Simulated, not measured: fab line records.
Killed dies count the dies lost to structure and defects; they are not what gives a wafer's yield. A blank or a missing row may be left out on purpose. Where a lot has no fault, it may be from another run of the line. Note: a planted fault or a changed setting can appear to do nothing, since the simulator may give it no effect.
A struck lot beside a sound one ; flow n5 finfet ; 16 out of 1938 route steps
Sound: these wafers, L906.1, L906.4, L906.5. Wafers L897.1, L897.4, L897.5 were the ones struck. At the end, the cause is stated.
For every step that has rows: the tool of each side, followed by ch and its chambers, followed by its first start. Under that, the readings that differ: sound wafers ; struck wafers ; difference of the means ; sigmas: that difference in standard deviations of wafers without a fault.
alike: readings whose means differ by less than 2 such deviations, and words and numbers that are the same on both sides. not compared: withheld readings, readings that some wafer has no value for, bounds like >300 that may hide the same value, and numbers for which the record gives no deviation and whose values overlap.
Wherever a step has rows on one side only, a row that says differs or no value, or a row with sigmas, the two part there. Numbers that have no deviation but don't overlap get no sigmas and don't part them. A reading missing from all wafers of one side parts the sides only when that side holds two or more wafers.

first, 1 step without rows for these wafers: N5_BEOL_M3_SRD_43 (time 30 s).
N5_BEOL_M3_CD_MEAS_35: target cd 18 nm, target cd y 21 nm.
  struck on cd sem-01, day 9 22:40; sound on cd sem-02, day 11 15:30
  alike: cd nm
N5_BEOL_M3_DEGAS_44: time 60 s.
  struck on pvd sputter-01, day 9 22:52; sound on pvd sputter-03, day 11 16:08
  alike: heater power w
N5_BEOL_M3_PRE_CLEAN_45: time 30 s.
  struck on pvd sputter-01, day 9 22:55; sound on pvd sputter-03, day 11 16:10
  alike: heater power w
then, 4 steps without rows for these wafers: N5_BEOL_M3_ALD_84 (deposits TaN, pulse time 2 s, purge time 3 s, co reactant purge time 2 s); N5_BEOL_M3_SURFACE_TREAT_85; N5_BEOL_M3_CVD_47 (deposits Co from CCTBA/H2, target thk 3 nm, time 223.8 s); N5_BEOL_M3_SPUTTER_48 (material Cu, target thk 4.5 nm, time 8.29 s).
N5_BEOL_M3_ANNEAL_49: time 240 s.
  struck on pvd sputter-03, day 9 23:29; sound on pvd sputter-02, day 11 17:21
  alike: heater power w, susceptor temp C
N5_BEOL_M3_SPUTTER_79: material Cu, target thk 4.5 nm, time 8.29 s.
  struck on pvd sputter-03, day 9 23:38; sound on pvd sputter-02, day 11 17:29
  alike: chuck sensor temp C, substrate temp c, throttle valve pct
N5_BEOL_M3_ANNEAL_80: time 240 s.
  struck on pvd sputter-03, day 9 23:43; sound on pvd sputter-02, day 11 17:34
  alike: heater power w, susceptor temp C
then, 1 step without rows for these wafers: N5_BEOL_M3_SPUTTER_81 (material Cu, target thk 4.5 nm, time 8.29 s).
N5_BEOL_M3_ANNEAL_82: time 240 s.
  struck on pvd sputter-03, day 9 23:56; sound on pvd sputter-02, day 11 17:47
  no value came back on the struck wafers for heater power w (W), susceptor temp C (C); on the sound wafers heater power w (W) reads 932 776 785
then, 1 step without rows for these wafers: N5_BEOL_M3_SPUTTER_86 (material Cu, target thk 4.5 nm, time 8.29 s).
N5_BEOL_M4_RC_MEAS_101:
  sound on prober-02 ch 0, day 12 10:34; struck on prober-02 ch 0, day 10 17:31
  alike: DIBL_N, DIBL_P, IOFF_N, IOFF_P, ION_N, ION_P, SS_N, SS_P, VT_N, VT_P
-- a jump in the record: the struck wafers' starts before and after are 4 days apart (it breaks off in module BEOL_M4 and resumes in module PASSIVATION, where the first step shown is number 1936 of the route) --
N5_PASSIVATION_PROBE_49:
  struck on prober-02, day 15 02:34; sound on prober-01, day 16 20:28
  alike: defect limited yield, killed_at_M0_to_M3, killed_at_M4_up, killed at contacts, killed at front end, killed at other, killed dies, killed on rim, killed open, killed short, sort_bin_5_function, sort_bin_6_memory, sort n pass, sort yield pct

## WHERE THEY PART
At N5_BEOL_M3_ANNEAL_82 and nowhere else, as far as this record goes. Later steps at which nothing parts them and some readings are alike: N5_BEOL_M4_RC_MEAS_101, N5_PASSIVATION_PROBE_49.

WHY: what had been put in by the simulator
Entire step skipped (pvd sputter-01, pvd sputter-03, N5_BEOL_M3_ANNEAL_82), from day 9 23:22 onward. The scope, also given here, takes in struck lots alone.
